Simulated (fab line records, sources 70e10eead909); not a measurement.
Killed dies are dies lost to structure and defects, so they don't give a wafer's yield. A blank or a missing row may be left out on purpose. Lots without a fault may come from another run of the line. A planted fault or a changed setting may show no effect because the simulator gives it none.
fab line records | flow nand_harc
record lots=24 wafers=72 last_day=25
route steps=1159 shown P_BONDPAD@352 A_CHANNEL_HOLE_D1@474 A_CHANNEL_FILL_D1@496
lots that met no fault: from a run of the same line without faults
start_h: hours from the record's first day to the start of the lot's first wafer shown | wait_h: hours since the lot's step before | " the same as in the row above | L1.1+2: a row that stands for several wafers | - no value, or no start given | * or withheld: withheld | < > ~ a bound
route shown NAME@n: a module of which the file shows steps, and the number in the route of the first | usual: mean/standard deviation of fault-free wafers | same: alike in all rows | chamber/n: place in a boat | sites: the reading at each site | _std_site: their standard deviation | _edge_site: outer sites' mean less inner sites' | radius_mm: how far each site lies from the wafer's centre | mask NAME#n: copy n | behind: the tool/chamber that last shaped the wafer | hold: why the lot was held/for how many hours/how that ended | device: the transistor (n, p or np) that didn't switch | end of line: the same wafers' tests at the end of the route | a step without rows: its recipe alone | killed: dies lost to structure and defects at the first sort, not the wafer's yield | map: a wafer's dies, x killed, . not, _ none there
set.NAME: the setting as run; set.NAME@STEP: as run at that earlier step | model.NAME: the simulator's own value behind a step, which no gauge read
steps of the route over a sample of lots; a table a step, a row a wafer
services: from which hour (start_h, from the record's first day; less than 0 if before it) a tool's chamber was out of use, for how many hours, and why
## steps
# step NHARC_P_BONDPAD_CMP_32
# recipe target_thk_nm=200 material=SiCN
# usual motor_current_A=11.8/1.4 slurry_filter_dp_kPa=13.50/0.13 slurry_flow_ml_min=150.1/0.51
# columns lot.wafer tool chamber start_h wait_h motor_current_A slurry_filter_dp_kPa slurry_flow_ml_min
L074.2 cmp-04 3 126.70 - 10.6 13.25 150.5
L074.4 " 0 " " 12.5 13.48 150.2
L074.5 " 0 " " 12.3 13.47 150.5
L075.4 cmp-01 2 127.72 - 14.4 13.53 149.3
L075.2 " 0 " " 13.2 13.53 149.6
L075.5 " 2 " " 14.6 13.49 149.4
L077.1 cmp-04 0 138.17 - 12.5 13.50 149.3
L077.4 " 2 " " 10.7 13.50 149.1
L077.6 " 3 " " 10.7 13.54 150.4
L076.2 cmp-01 0 142.20 - 13.3 13.43 149.7
L076.1 " 1 " " 10.0 13.90 149.8
L076.5 " 0 " " 14.1 13.48 148.7
L078.3 cmp-03 3 151.42 - 10.9 13.30 149.6
L078.1 " 0 " " 12.7 13.55 149.5
L078.5 " 3 " " 10.3 13.57 150.7
L079.4 cmp-03 0 162.08 - 12.2 13.52 150.2
L079.6 " 1 " " 11.0 13.49 149.7
L079.5 " 2 " " 10.9 13.54 150.9
L080.4 cmp-01 1 165.12 - 9.9 13.54 150.3
L080.3 " 2 " " 15.5 13.80 150.1
L080.5 " 0 " " 13.6 13.45 150.0
L082.2 cmp-01 0 172.92 - 14.0 13.58 149.9
L082.3 " 2 " " 14.4 13.18 150.4
L082.5 " 1 " " 10.8 13.29 150.2
L083.3 cmp-04 2 173.37 - 10.3 13.56 150.2
L083.1 " 3 " " 11.1 13.37 150.5
L083.2 " 0 " " 11.7 13.31 151.0
L081.3 cmp-03 0 173.69 - 12.3 13.43 149.8
L081.2 " 3 " " 10.8 13.48 150.2
L081.5 " 0 " " 12.5 13.52 150.1
L085.1 cmp-01 1 189.89 - 10.2 13.45 150.4
L085.2 " 2 " " 14.2 13.50 151.2
L085.6 " 3 " " 12.0 13.40 150.0
L084.1 cmp-03 0 190.36 - 12.8 13.39 150.4
L084.3 " 1 " " 11.4 13.65 149.4
L084.2 " 2 " " 11.1 13.60 148.8
L086.1 cmp-01 2 211.61 - 15.3 13.40 150.2
L086.3 " 0 " " 13.2 13.54 150.1
L086.6 " 2 " " 14.4 13.24 150.2
L088.4 cmp-01 3 212.41 - 11.6 13.54 150.5
L088.1 " 1 " " 10.7 13.54 150.3
L088.2 " 2 " " 14.5 13.32 150.3
L087.4 cmp-03 3 213.00 - 10.4 13.47 150.2
L087.3 " 0 " " 12.8 13.59 150.1
L087.5 " 2 " " 11.1 13.57 150.8
L089.2 cmp-01 2 222.34 - 14.9 13.46 150.1
L089.1 " 0 " " 14.0 13.48 150.1
L089.5 " 2 " " 14.5 13.56 150.2
L090.3 cmp-04 3 223.54 - 10.9 13.50 150.7
L090.4 " 0 " " 12.6 13.37 150.1
L090.2 " 2 " " 10.2 13.49 150.8
L091.2 cmp-03 1 237.45 - 11.9 13.67 149.9
L091.1 " 0 " " 12.4 13.78 150.2
L091.6 " 1 " " 11.1 13.53 150.4
L092.1 cmp-04 0 238.24 - 11.8 13.63 149.6
L092.3 " 1 " " 11.1 13.74 149.7
L092.5 " 0 " " 12.0 13.48 149.7
L093.3 cmp-04 0 240.28 - 11.8 13.54 150.2
L093.6 " 1 " " 11.3 13.40 150.3
L093.5 " 2 " " 10.1 13.47 150.1
L094.2 cmp-01 0 252.24 - 14.2 13.61 149.8
L094.4 " 1 " " 10.6 13.65 149.7
L094.3 " 3 " " 11.6 13.65 149.4
L095.2 cmp-01 0 256.17 - 13.9 13.41 150.0
L095.4 " 1 " " 10.3 13.60 150.3
L095.5 " 1 " " 9.7 13.59 150.6
L096.3 cmp-04 0 256.87 - 12.3 13.45 149.0
L096.4 " 2 " " 10.5 13.27 150.9
L096.1 " 3 " " 11.3 13.62 149.7
L097.4 cmp-03 3 280.11 - 9.9 13.53 150.0
L097.3 " 2 " " 10.8 13.35 149.8
L097.6 " 3 " " 10.8 13.39 149.7
# step NHARC_P_BONDPAD_CD_MEAS_09
# recipe target_cd_nm=500 landing_energy_ev=500
# usual cd_nm=501.8/2.5
# columns lot.wafer tool chamber start_h wait_h cd_nm
L074.2 cd_sem-03 0 127.39 - 502.5
L074.4 " 0 " " 502.0
L074.5 " 0 " " 504.8
L075.2 cd_sem-01 0 128.41 - 500.0
L075.4 " 0 " " 501.8
L075.5 " 0 " " 502.9
L077.1 cd_sem-02 0 138.97 - 504.2
L077.4 " 0 " " 499.2
L077.6 " 0 " " 500.7
L076.1 cd_sem-02 0 143.02 - 503.5
L076.2 " 0 " " 503.2
L076.5 " 0 " " 503.8
L078.1 cd_sem-01 0 152.24 - 498.0
L078.3 " 0 " " 497.9
L078.5 " 0 " " 502.4
L079.4 cd_sem-01 0 162.70 - 501.5
L079.5 " 0 " " 503.2
L079.6 " 0 " " 505.0
L080.3 cd_sem-02 0 165.91 - 502.4
L080.4 " 0 " " 500.7
L080.5 " 0 " " 501.9
L082.2 cd_sem-03 0 173.74 - 499.4
L082.3 " 0 " " 502.2
L082.5 " 0 " " 505.1
L083.1 cd_sem-01 0 174.18 - 504.2
L083.2 " 0 " " 503.9
L083.3 " 0 " " 502.3
L081.2 cd_sem-03 0 174.38 - 496.4
L081.3 " 0 " " 498.7
L081.5 " 0 " " 499.4
L085.1 cd_sem-01 0 190.66 - 500.8
L085.2 " 0 " " 504.2
L085.6 " 0 " " 504.2
L084.1 cd_sem-03 0 191.17 - 501.3
L084.2 " 0 " " 496.7
L084.3 " 0 " " 500.9
L086.1 cd_sem-03 0 212.41 - 501.2
L086.3 " 0 " " 495.4
L086.6 " 0 " " 498.0
L088.1 cd_sem-03 0 213.23 - 504.9
L088.2 " 0 " " 505.3
L088.4 " 0 " " 502.2
L087.3 cd_sem-01 0 213.79 - 505.3
L087.4 " 0 " " 508.4
L087.5 " 0 " " 502.4
L089.1 cd_sem-02 0 223.16 - 500.1
L089.2 " 0 " " 497.3
L089.5 " 0 " " 500.7
L090.2 cd_sem-01 0 224.23 - 499.9
L090.3 " 0 " " 501.3
L090.4 " 0 " " 499.4
L091.1 cd_sem-03 0 238.27 - 504.0
L091.2 " 0 " " 500.7
L091.6 " 0 " " 503.8
L092.1 cd_sem-03 0 239.04 - 500.7
L092.3 " 0 " " 503.7
L092.5 " 0 " " 503.2
L093.3 cd_sem-02 0 241.03 - 499.8
L093.5 " 0 " " 501.8
L093.6 " 0 " " 500.4
L094.2 cd_sem-03 0 252.94 - 502.7
L094.3 " 0 " " 501.7
L094.4 " 0 " " 500.7
L095.2 cd_sem-01 0 257.00 - 504.8
L095.4 " 0 " " 504.3
L095.5 " 0 " " 503.9
L096.1 cd_sem-02 0 257.55 - 498.8
L096.3 " 0 " " 499.6
L096.4 " 0 " " 502.2
L097.3 cd_sem-01 0 280.93 - 503.0
L097.4 " 0 " " 502.6
L097.6 " 0 " " 503.5
# step NHARC_P_BONDPAD_ANNEAL_28
# recipe temp_c=225 time_s=90
# usual wafer_temp_C_max=225.92/0.27
# columns lot.wafer tool chamber start_h wait_h wafer_temp_C_max
L074.2 rtp_anneal-01 0 129.34 - 226.18
L074.4 " 0 " " 225.84
L074.5 " 0 " " 226.33
L075.2 rtp_anneal-01 0 130.45 - 225.82
L075.4 " 0 " " 226.28
L075.5 " 0 " " 225.86
L077.1 rtp_anneal-02 0 140.90 - 225.57
L077.4 " 0 " " 225.44
L077.6 " 0 " " 225.57
L076.1 rtp_anneal-02 0 145.41 - 225.58
L076.2 " 0 " " 226.08
L076.5 " 0 " " 225.82
L078.1 rtp_anneal-01 0 154.19 0.3 225.63
L078.3 " 0 " " 226.07
L078.5 " 0 " " 225.84
L079.4 rtp_anneal-02 0 164.80 0.4 225.68
L079.5 " 0 " " 225.67
L079.6 " 0 " " 225.65
L080.3 rtp_anneal-02 0 168.02 - 225.77
L080.4 " 0 " " 225.62
L080.5 " 0 " " 225.77
L082.2 rtp_anneal-02 0 175.84 - 225.87
L082.3 " 0 " " 225.89
L082.5 " 0 " " 225.63
L083.1 rtp_anneal-01 0 176.16 - 226.15
L083.2 " 0 " " 226.15
L083.3 " 0 " " 226.30
L081.2 rtp_anneal-02 0 176.53 0.4 225.95
L081.3 " 0 " " 225.66
L081.5 " 0 " " 226.25
L085.1 rtp_anneal-02 0 192.60 - 225.55
L085.2 " 0 " " 225.93
L085.6 " 0 " " 226.19
L084.1 rtp_anneal-02 0 193.10 - 226.19
L084.2 " 0 " " 226.22
L084.3 " 0 " " 225.85
L086.1 rtp_anneal-01 0 214.29 - 225.64
L086.3 " 0 " " 226.01
L086.6 " 0 " " 225.93
L088.1 rtp_anneal-02 0 215.12 - 225.70
L088.2 " 0 " " 226.15
L088.4 " 0 " " 226.01
L087.3 rtp_anneal-01 0 215.91 0.3 226.51
L087.4 " 0 " " 226.66
L087.5 " 0 " " 226.60
L089.1 rtp_anneal-01 0 225.14 - 226.06
L089.2 " 0 " " 225.90
L089.5 " 0 " " 225.63
L090.2 rtp_anneal-01 0 226.39 - 226.76
L090.3 " 0 " " 225.78
L090.4 " 0 " " 225.87
L091.1 rtp_anneal-01 0 240.35 0.3 225.99
L091.2 " 0 " " 226.39
L091.6 " 0 " " 226.11
L092.1 rtp_anneal-02 0 240.98 - 225.64
L092.3 " 0 " " 225.47
L092.5 " 0 " " 225.64
L093.3 rtp_anneal-02 0 243.10 - 225.67
L093.5 " 0 " " 225.59
L093.6 " 0 " " 225.63
L094.2 rtp_anneal-01 0 254.89 - 226.16
L094.3 " 0 " " 225.92
L094.4 " 0 " " 226.06
L095.2 rtp_anneal-01 0 258.95 0.4 225.94
L095.4 " 0 " " 225.92
L095.5 " 0 " " 226.13
L096.1 rtp_anneal-01 0 259.48 - 225.71
L096.3 " 0 " " 226.17
L096.4 " 0 " " 226.34
L097.3 rtp_anneal-02 0 283.00 0.3 225.82
L097.4 " 0 " " 225.55
L097.6 " 0 " " 225.75
# step NHARC_A_CHANNEL_HOLE_D1_ETCH_22
# recipe bias_v=3000 source_w=withheld pressure_mtorr=20 time_s=666.7 ar_flow_sccm=375 c4f8_flow_sccm=89.3 o2_flow_sccm=35.7 temp_c=-20 target_depth_a=16000 chemistry=C4F8/O2/Ar
# usual drypump_motor_current_A=5.91/0.28 showerhead_plenum_p_Torr=3.76/0.075 throttle_valve_pct=32.156/0.01
# columns lot.wafer tool chamber start_h wait_h drypump_motor_current_A rf_hours_counter_h showerhead_plenum_p_Torr throttle_valve_pct
L075.2 har_etch-01 0 174.14 0.4 5.65 191 3.82 32.155
L075.4 " 0 " " 5.64 - 3.82 32.160
L075.5 " 1 " " 6.39 - 3.64 32.171
L074.2 har_etch-02 0 176.93 0.4 5.90 102 3.78 32.158
L074.4 " 0 " " 5.92 - 3.78 32.152
L074.5 " 1 " " 5.75 - 3.83 32.156
L077.1 har_etch-02 0 188.39 0.4 5.91 105 3.78 32.157
L077.4 " 0 " " 5.90 - 3.78 32.167
L077.6 " 1 " " 5.77 - 3.83 32.163
L076.2 har_etch-01 1 189.48 0.4 6.38 198 3.64 32.172
L076.1 " 0 " " 5.60 198 3.82 32.153
L076.5 " 1 " " 6.35 - 3.64 32.147
L078.1 har_etch-02 0 202.40 0.4 5.93 111 3.78 32.158
L078.3 " 0 " " 5.91 - 3.78 32.153
L078.5 " 1 " " 5.78 - 3.83 32.168
L079.4 har_etch-02 1 211.73 0.4 5.73 - 3.82 32.169
L079.6 " 0 " " 5.91 - 3.77 32.150
L079.5 " 1 " " 5.72 - 3.82 32.155
L080.3 har_etch-01 0 212.05 0.4 5.61 - 3.82 32.140
L080.4 " 1 " " 6.39 - 3.64 32.143
L080.5 " 1 " " 6.34 - 3.64 32.148
L082.2 har_etch-02 0 218.70 0.4 5.93 119 3.77 32.138
L082.3 " 0 " " 5.93 - 3.77 32.152
L082.5 " 0 " " 5.91 - 3.77 32.166
L083.1 har_etch-01 1 218.75 0.4 6.41 209 3.63 32.173
L083.2 " 0 " " 5.66 209 3.81 32.173
L083.3 " 0 " " 5.64 - 3.81 32.159
L081.2 har_etch-02 1 222.78 0.4 5.77 123 3.82 32.159
L081.3 " 0 " " 5.91 - 3.77 32.143
L081.5 " 1 " " 5.78 - 3.82 32.164
L084.1 har_etch-01 1 234.56 0.4 6.39 218 3.63 32.168
L084.2 " 0 " " 5.61 218 3.81 32.164
L084.3 " 0 " " 5.59 - 3.81 32.164
L085.2 har_etch-02 0 236.40 0.4 5.89 130 3.77 32.145
L085.1 " 1 " " 5.74 130 3.82 32.152
L085.6 " 0 " " 5.88 - 3.77 32.160
L086.1 har_etch-01 1 257.44 0.4 6.40 225 3.62 32.157
L086.3 " 0 " " 5.61 - 3.81 32.159
L086.6 " 1 " " 6.39 - 3.62 32.162
L088.2 har_etch-02 0 259.16 0.4 5.93 136 3.76 32.143
L088.1 " 1 " " 5.73 136 3.81 32.150
L088.4 " 0 " " 5.96 - 3.76 32.147
L087.3 har_etch-01 1 261.78 0.4 6.38 - 3.62 32.141
L087.4 " 0 " " 5.66 - 3.80 32.164
L087.5 " 1 " " 6.39 - 3.62 32.155
L089.2 har_etch-01 0 268.11 0.4 5.63 232 3.80 32.158
L089.1 " 1 " " 6.37 232 3.62 32.146
L089.5 " 1 " " 6.37 - 3.62 32.147
L090.2 har_etch-02 0 268.32 0.4 5.94 142 3.76 32.161
L090.3 " 1 " " 5.77 - 3.81 32.162
L090.4 " 0 " " 5.92 - 3.76 32.172
L092.1 har_etch-01 1 283.45 0.4 6.37 239 3.62 32.172
L092.3 " 1 " " 6.36 - 3.62 32.150
L092.5 " 1 " " 6.33 - 3.62 32.164
L091.1 har_etch-02 1 283.96 0.4 5.73 149 3.81 32.157
L091.2 " 0 " " 5.93 149 3.76 32.147
L091.6 " 1 " " 5.73 - 3.81 32.145
L093.3 har_etch-01 0 287.80 0.4 5.60 - 3.80 32.151
L093.6 " 0 " " 5.61 - 3.80 32.162
L093.5 " 1 " " 6.41 - 3.61 32.158
L094.2 har_etch-02 0 311.72 0.4 5.91 157 3.75 32.155
L094.4 " 0 " " 5.93 - 3.75 32.148
L094.3 " 1 " " 5.76 - 3.80 32.146
L096.1 har_etch-02 1 315.96 0.4 5.74 161 3.80 32.153
L096.3 " 0 " " 5.93 - 3.75 32.160
L096.4 " 1 " " 5.73 - 3.80 32.161
L095.2 har_etch-02 1 320.14 0.4 5.74 165 3.80 32.149
L095.4 " 0 " " 5.92 - 3.75 32.147
L095.5 " 1 " " 5.75 - 3.80 32.155
L097.3 har_etch-01 0 329.80 0.4 5.62 - 3.79 32.164
L097.4 " 1 " " 6.44 - 3.61 32.142
L097.6 " 1 " " 6.41 - 3.61 32.161
# step NHARC_A_CHANNEL_FILL_D1_ALD_16
# recipe target_thk_a=15 pulse_time_s=10 ald_cycles=15 temp_c=300 material=SiO2
# usual heater_power_w=470/47 precursor_pulse_height_rel=0.998/0.02
# columns lot.wafer tool chamber start_h wait_h heater_power_w precursor_pulse_height_rel
L075.4 ald_hk-01 0 190.07 0.1 547 1.017
L075.2 " 2 " " 444 1.010
L075.5 " 1 " " 477 0.997
L074.4 ald_hk-01 2 194.15 0.0 441 0.972
L074.2 " 0 " " 546 1.021
L074.5 " 2 " " 445 0.989
L077.4 ald_hk-01 1 209.04 0.0 476 1.003
L077.1 " 3 " " 488 0.989
L077.6 " 2 " " 448 0.982
L076.1 ald_hk-04 1 209.07 0.1 403 0.982
L076.2 " 0 " " 432 0.964
L076.5 " 1 " " 398 0.978
L078.1 ald_hk-02 1 219.74 0.1 489 1.006
L078.3 " 2 " " 507 1.013
L078.5 " 3 " " 494 0.993
L080.4 ald_hk-04 3 229.51 0.0 478 1.000
L080.3 " 1 " " 400 1.004
L080.5 " 3 " " 484 0.991
L079.4 ald_hk-02 1 229.53 0.1 478 0.981
L079.5 " 0 " " 411 0.977
L079.6 " 1 " " 473 1.008
L082.2 ald_hk-04 1 237.47 1.7 400 0.988
L082.3 " 2 " " 546 0.979
L082.5 " 0 " " 447 0.993
L083.2 ald_hk-02 1 237.58 1.8 484 1.020
L083.3 " 2 " " 522 0.989
L083.1 " 3 " " 492 0.982
L081.2 ald_hk-01 0 242.59 0.1 516 0.963
L081.3 " 1 " " 476 0.976
L081.5 " 3 " " 445 0.977
L085.2 ald_hk-02 1 251.89 0.0 478 1.041
L085.1 " 0 " " 411 1.002
L085.6 " 1 " " 464 1.002
L084.1 ald_hk-01 3 251.90 0.0 451 1.014
L084.3 " 0 " " 517 1.004
L084.2 " 1 " " 477 0.973
L086.1 ald_hk-04 3 274.73 0.0 484 0.990
L086.3 " 1 " " 399 0.990
L086.6 " 3 " " 468 1.019
L088.2 ald_hk-01 3 274.75 0.1 460 0.978
L088.1 " 0 " " 527 0.991
L088.4 " 1 " " 482 0.981
L087.3 ald_hk-02 1 279.90 1.1 475 0.988
L087.4 " 2 " " 517 1.017
L087.5 " 1 " " 474 0.997
L089.2 ald_hk-04 1 285.96 0.0 402 1.026
L089.1 " 2 " " 550 0.982
L089.5 " 2 " " 547 1.020
L090.4 ald_hk-04 0 286.28 0.4 430 1.000
L090.2 " 1 " " 402 1.030
L090.3 " 3 " " 472 1.007
L091.1 ald_hk-04 2 301.48 0.4 548 1.008
L091.2 " 0 " " 436 1.011
L091.6 " 2 " " 552 1.016
L092.1 ald_hk-04 0 301.62 0.5 438 1.014
L092.3 " 1 " " 401 0.978
L092.5 " 1 " " 402 0.969
L093.3 ald_hk-02 1 306.46 0.1 449 1.003
L093.5 " 2 " " 510 1.003
L093.6 " 3 " " 484 1.000
L094.4 ald_hk-01 3 328.96 0.0 469 0.994
L094.3 " 0 " " 513 0.970
L094.2 " 2 " " 440 1.017
L096.3 ald_hk-01 3 334.51 1.4 457 0.974
L096.4 " 0 " " 522 1.001
L096.1 " 2 " " 435 1.049
L095.4 ald_hk-04 0 339.57 0.1 429 0.990
L095.2 " 1 " " 399 1.010
L095.5 " 2 " " 549 1.046
L097.3 ald_hk-04 1 347.01 0.1 406 0.996
L097.4 " 2 " " 567 1.020
L097.6 " 1 " " 389 1.000
# step NHARC_A_CHANNEL_FILL_D1_INSPECT_13
# usual raw_defect_count=347/140
# columns lot.wafer tool chamber start_h wait_h raw_defect_count
L075.2 defect_inspect-01 - 225.62 0.2 327
L075.4 " - " " 304
L075.5 " - " " 253
L074.2 defect_inspect-02 - 230.26 0.1 451
L074.4 " - " " 396
L074.5 " - " " 366
L077.1 defect_inspect-02 - 245.53 0.2 221
L077.4 " - " " 214
L077.6 " - " " 421
L076.1 defect_inspect-02 - 245.70 0.2 305
L076.2 " - " " 231
L076.5 " - " " 181
L078.1 defect_inspect-01 - 255.07 0.2 473
L078.3 " - " " 325
L078.5 " - " " 409
L079.4 defect_inspect-01 - 265.68 0.1 538
L079.5 " - " " 499
L079.6 " - " " 332
L080.3 defect_inspect-01 - 265.98 0.2 177
L080.4 " - " " 368
L080.5 " - " " 176
L082.2 defect_inspect-01 - 274.30 0.1 177
L082.3 " - " " 222
L082.5 " - " " 202
L083.1 defect_inspect-02 - 274.30 0.2 250
L083.2 " - " " 420
L083.3 " - " " 219
L081.2 defect_inspect-02 - 278.41 0.1 337
L081.3 " - " " 307
L081.5 " - " " 314
L084.1 defect_inspect-01 - 287.51 0.2 208
L084.2 " - " " 387
L084.3 " - " " 334
L085.1 defect_inspect-02 - 287.52 0.2 337
L085.2 " - " " 230
L085.6 " - " " 270
L088.1 defect_inspect-01 - 310.11 0.2 401
L088.2 " - " " 553
L088.4 " - " " 433
L086.1 defect_inspect-01 - 310.59 0.2 269
L086.3 " - " " 698
L086.6 " - " " 204
L087.3 defect_inspect-02 - 316.11 0.1 517
L087.4 " - " " 394
L087.5 " - " " 396
L090.2 defect_inspect-02 - 323.57 0.1 339
L090.3 " - " " 254
L090.4 " - " " 173
L089.1 defect_inspect-02 - 323.59 0.2 284
L089.2 " - " " 334
L089.5 " - " " 155
L091.1 defect_inspect-01 - 336.89 0.2 474
L091.2 " - " " 451
L091.6 " - " " 345
L092.1 defect_inspect-02 - 337.07 0.2 725
L092.3 " - " " 419
L092.5 " - " " 592
L093.3 defect_inspect-02 - 342.60 0.1 299
L093.5 " - " " 407
L093.6 " - " " 358
L094.2 defect_inspect-02 - 364.77 0.1 314
L094.3 " - " " 577
L094.4 " - " " 384
L095.2 defect_inspect-02 - 372.16 0.1 307
L095.4 " - " " 345
L095.5 " - " " 388
L096.1 defect_inspect-01 - 372.19 0.2 385
L096.3 " - " " 347
L096.4 " - " " 321
L097.3 defect_inspect-02 - 384.35 0.1 356
L097.4 " - " " 280
L097.6 " - " " 185
## services
# columns tool chamber start_h hours kind
cmp-04 - 105.21 4.0 pm
cmp-01 - 107.82 1.8 repair
cmp-03 - 109.78 1.0 repair
cmp-03 - 125.88 1.2 repair
ald_hk-04 - 149.66 25.5 repair
cmp-03 - 156.00 4.0 pm
ald_hk-01 - 162.88 2.1 repair
cmp-01 - 179.66 4.0 pm
ald_hk-04 - 186.00 10.0 pm
cmp-04 - 203.21 4.0 pm
cmp-03 - 203.62 3.3 repair
cmp-03 - 213.42 2.3 repair
cmp-04 - 217.58 1.5 repair
ald_hk-01 - 231.53 10.0 pm
cmp-01 - 236.92 0.8 repair
cmp-03 - 254.00 4.0 pm
cmp-01 - 265.23 0.8 repair
cmp-03 - 269.83 1.2 repair
cmp-04 - 273.55 0.3 repair
cmp-01 - 277.66 4.0 pm
rtp_anneal-02 - 300.00 12.0 pm
cmp-04 - 301.21 4.0 pm
har_etch-01 - 305.00 17.0 pm
ald_hk-01 - 325.71 0.7 repair
## key
fault none
